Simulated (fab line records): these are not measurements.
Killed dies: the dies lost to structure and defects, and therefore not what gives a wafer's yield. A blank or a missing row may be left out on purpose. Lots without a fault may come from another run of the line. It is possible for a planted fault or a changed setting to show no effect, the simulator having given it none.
Problem report in the 8D (eight disciplines) form, filled by code ; flow n5_finfet ; the parts of the form that need people (team, actions taken, sign-off) are left out

== 1. WHAT IS WRONG ==
Wafers without a fault read 68, standard deviation 23; raw_defect_count at N5_BEOL_M1_INSPECT_59 reads a mean of 1410 on 6 wafers belonging to 2 lots. That puts it +58 standard deviations away from the usual mean.
The step: inspects for defects (darkfield).
The first sign was on wafer L238.1 at day 9 15:44, on defect_inspect-01. The record holds 28 wafers of 10 lots with a number at this step. By rule, "out" or "out of limits" means more than 4 standard deviations away from the usual mean. Any other wafer with a number is counted as sound.

== 2. WHAT IT IS, AND WHAT IT ISN'T ==
question;is;is not
which readings at this step;raw_defect_count;-
which lots;L238, L242;L225, L227, L235, L236, L245, L246, L247, L248
which wafers of those lots;all that have a number;-
read on which gauges;defect_inspect-01, defect_inspect-02;-
when;from day 9 15:44;"up to then (11 sound wafers); but 11 sound wafers of L245, L246, L247, L248 came after"

== 3. WHAT RULES OUT EACH SUSPECT ==
Counting: any tool at a process step up to the reading is kept as a suspect provided that every lot that is out went through it and no sound lot did after the first of them.
- the gauge at N5_BEOL_M1_INSPECT_59 has been ruled out. 2 gauges (defect_inspect-01, defect_inspect-02) read the wafers that are out.
- rtp_anneal-02 at N5_BEOL_M1_ANNEAL_51 (time 90 s): ruled out as a lasting fault. Sound lots L245, L247 ran on it after its first lot that is out, L238 (day 9 14:52).
- pecvd-03 at N5_BEOL_M1_DEP_57 (deposits SiCN from 3MS/NH3, target thk 8 nm, time 14 s): kept. It processed each lot that is out, first L238 at day 9 15:39, and no sound lot thereafter; up to then, the last sound lot it processed was L236 at day 9 09:14.
Remaining after the count: pecvd-03 at N5_BEOL_M1_DEP_57.

== 4. THE CAUSE (what the simulator had put in) ==
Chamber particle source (pecvd-03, N5_BEOL_M1_DEP_57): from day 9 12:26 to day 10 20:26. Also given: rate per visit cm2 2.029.
Only this tool survived the counting.

== 5. THE EFFECT CHAIN, in route order ==
Each row: a reading whose mean over the struck wafers that have a number lies more than 3 standard deviations from the usual. Only readings whose record carries a usual standard deviation are examined. hours: median over the lots of the time between each lot's start at the first step of this table that gives one and its start at this step. sigmas: the change, counted in usual standard deviations.
hours;step;reading;usual;on struck wafers;change;sigmas
0;N5_BEOL_M1_INSPECT_59;raw_defect_count;68;1410;+1342;+58
2;N5_BEOL_M2_INSPECT_13;raw_defect_count;406;1752;+1346;+17
143;N5_PASSIVATION_PROBE_49;defect_limited_yield;91.4 %;81.5;-9.9;-6.6
143;N5_PASSIVATION_PROBE_49;killed_at_M0_to_M3;33;163;+130;+13
143;N5_PASSIVATION_PROBE_49;killed_dies;101;218;+117;+6.9
143;N5_PASSIVATION_PROBE_49;sort_bin_5_function;5.0 %;10.9;+5.9;+5.9
143;N5_PASSIVATION_PROBE_49;sort_n_pass;1079;962;-117;-6.9
143;N5_PASSIVATION_PROBE_49;sort_yield_pct;91.4 %;81.5;-9.9;-6.6
Process steps it contains:
- N5_PASSIVATION_PROBE_49
Later measuring or inspecting steps at which every struck wafer that the step has a row for has a number for every such reading, and none has moved that far: N5_BEOL_M4_RC_MEAS_101.

== 6. HOW IT WOULD HAVE BEEN CAUGHT EARLIER ==
The first out-of-limits reading at a measuring or inspecting step in this record came at day 9 15:44, 3 hours after the fault's start at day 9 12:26.
An alarm limit of 4 standard deviations would not have fired on the tool readings at N5_BEOL_M1_DEP_57 for which the record gives a usual standard deviation, since none of them was out on any struck wafer.
Among the 2 lots that are out, L242 began N5_BEOL_M1_DEP_57 on pecvd-03 after day 9 15:44. Putting the tool on hold at that point would have spared it.
